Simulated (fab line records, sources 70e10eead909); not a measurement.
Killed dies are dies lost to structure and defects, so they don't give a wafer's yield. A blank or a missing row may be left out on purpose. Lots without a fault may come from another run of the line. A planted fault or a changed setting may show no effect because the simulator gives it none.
Tool commonality check | flow nand_harc | 13 lots, 39 wafers sampled

WHY IT WAS OPENED
At NHARC_P_ZERO_WELL_CD_MEAS_24 the reading cd_nm is flagged on 1 of 13 lots. Wafers without a fault read 719.7 nm, standard deviation 1.9.
Rule: a lot is flagged when every wafer of it that has a number lies more than 4 standard deviations from that mean, or none has a number. The other lots count as sound.

lot  | measured     | on        | cd_nm (nm), wafer by wafer | flag
L174 | day 2 09:35  | cd_sem-02 | 721.7 720.4 721.0          |
L176 | day 3 04:26  | cd_sem-01 | 719.8 718.9 722.9          |
L177 | day 3 14:36  | cd_sem-01 | 718.2 722.5 720.5          |
L178 | day 4 00:29  | cd_sem-02 | 708.3 708.7 710.5          | FLAGGED
L180 | day 4 20:38  | cd_sem-03 | 721.4 723.9 720.6          |
L187 | day 7 18:31  | cd_sem-02 | 719.4 722.0 717.6          |
L188 | day 8 04:20  | cd_sem-01 | 721.3 718.7 720.7          |
L189 | day 8 14:28  | cd_sem-02 | 722.9 720.3 717.7          |
L190 | day 9 00:43  | cd_sem-01 | 715.9 719.9 717.7          |
L191 | day 9 11:17  | cd_sem-01 | 719.1 722.2 719.7          |
L193 | day 10 06:38 | cd_sem-02 | 719.3 722.6 719.3          |
L194 | day 10 16:29 | cd_sem-02 | 720.2 719.8 722.3          |
L195 | day 11 02:46 | cd_sem-03 | 722.1 718.6 718.8          |
The numbers of the flagged lots are 709.2 nm on average: -10.5 nm against the usual, or -6 standard deviations.

WHICH TOOL RAN EACH LOT
The record holds 2 process steps before the reading, out of a route of 1302 steps. In each cell: the tool, then ch and the chambers that the sampled wafers went through, then the start.
lot  | flag    | NHARC_P_ZERO_WELL_ETCH_63        | NHARC_P_ZERO_WELL_EXPOSE_21
L174 |         | rie_si-03 ch 0,2,3, day 2 08:41  | krf_scanner-01 ch 0, day 2 09:27
L176 |         | rie_si-04 ch 0,1,2, day 3 03:40  | krf_scanner-02 ch 0, day 3 04:17
L177 |         | rie_si-04 ch 0,2,3, day 3 13:42  | krf_scanner-01 ch 0, day 3 14:28
L178 | FLAGGED | rie_si-04 ch 2,3, day 3 23:41    | krf_scanner-01 ch 0, day 4 00:20
L180 |         | rie_si-06 ch 1,2,3, day 4 19:42  | krf_scanner-04 ch 0, day 4 20:29
L187 |         | rie_si-06 ch 1,2, day 7 17:35    | krf_scanner-01 ch 0, day 7 18:22
L188 |         | rie_si-03 ch 0,1,3, day 8 03:34  | krf_scanner-01 ch 0, day 8 04:11
L189 |         | rie_si-03 ch 0,1,2, day 8 13:41  | krf_scanner-01 ch 0, day 8 14:19
L190 |         | rie_si-04 ch 0,1,3, day 8 23:55  | krf_scanner-01 ch 0, day 9 00:34
L191 |         | rie_si-04 ch 1,2,3, day 9 10:29  | krf_scanner-01 ch 0, day 9 11:08
L193 |         | rie_si-06 ch 1,2, day 10 05:43   | krf_scanner-01 ch 0, day 10 06:29
L194 |         | rie_si-04 ch 1,3, day 10 15:42   | krf_scanner-01 ch 0, day 10 16:20
L195 |         | rie_si-04 ch 1,2,3, day 11 01:49 | krf_scanner-04 ch 0, day 11 02:37
What these steps do:
- NHARC_P_ZERO_WELL_ETCH_63: etches the open film in HBr/Cl2, target depth 120 nm, time 40.1 s.
- NHARC_P_ZERO_WELL_EXPOSE_21: exposes mask P NWELL, target cd 720 nm.
- NHARC_P_ZERO_WELL_CD_MEAS_24: target cd 720 nm.

FLAGGED OVER TOTAL, TOOL BY TOOL (the gauges that took the reading come last)
step                         | tool           | lots run | flagged | share of the flagged lots | sound lots run after its first flagged lot
NHARC_P_ZERO_WELL_ETCH_63    | rie_si-03      | 3        | 0       | none                      | -
NHARC_P_ZERO_WELL_ETCH_63    | rie_si-04      | 7        | 1       | all                       | 4 (L190,L191,L194,L195)
NHARC_P_ZERO_WELL_ETCH_63    | rie_si-06      | 3        | 0       | none                      | -
NHARC_P_ZERO_WELL_EXPOSE_21  | krf_scanner-01 | 10       | 1       | all                       | 7 (L187,L188,L189,L190,L191,L193,L194)
NHARC_P_ZERO_WELL_EXPOSE_21  | krf_scanner-02 | 1        | 0       | none                      | -
NHARC_P_ZERO_WELL_EXPOSE_21  | krf_scanner-04 | 2        | 0       | none                      | -
NHARC_P_ZERO_WELL_CD_MEAS_24 | cd_sem-01      | 5        | 0       | none                      | -
NHARC_P_ZERO_WELL_CD_MEAS_24 | cd_sem-02      | 6        | 1       | all                       | 4 (L187,L189,L193,L194)
NHARC_P_ZERO_WELL_CD_MEAS_24 | cd_sem-03      | 2        | 0       | none                      | -

WHAT THE TABLE ALLOWS
3 rows of the table ran every flagged lot: rie_si-04 at NHARC_P_ZERO_WELL_ETCH_63, krf_scanner-01 at NHARC_P_ZERO_WELL_EXPOSE_21, cd_sem-02 at NHARC_P_ZERO_WELL_CD_MEAS_24.
- rie_si-04 at NHARC_P_ZERO_WELL_ETCH_63: 1 of its 7 lots flagged. Sound lots ran on it after the first flagged one (L190, L191, L194, L195), which a lasting fault on the whole tool wouldn't allow.
- krf_scanner-01 at NHARC_P_ZERO_WELL_EXPOSE_21: 1 of its 10 lots flagged. Sound lots ran on it after the first flagged one (L187, L188, L189, L190, L191, L193, L194), which a lasting fault on the whole tool wouldn't allow.
- cd_sem-02 at NHARC_P_ZERO_WELL_CD_MEAS_24: 1 of its 6 lots flagged. Sound lots ran on it after the first flagged one (L187, L189, L193, L194), which a lasting fault on the whole tool wouldn't allow.
No row of the table ran every flagged lot and no sound lot after the first.

WHAT THE SIMULATOR HAD PUT IN
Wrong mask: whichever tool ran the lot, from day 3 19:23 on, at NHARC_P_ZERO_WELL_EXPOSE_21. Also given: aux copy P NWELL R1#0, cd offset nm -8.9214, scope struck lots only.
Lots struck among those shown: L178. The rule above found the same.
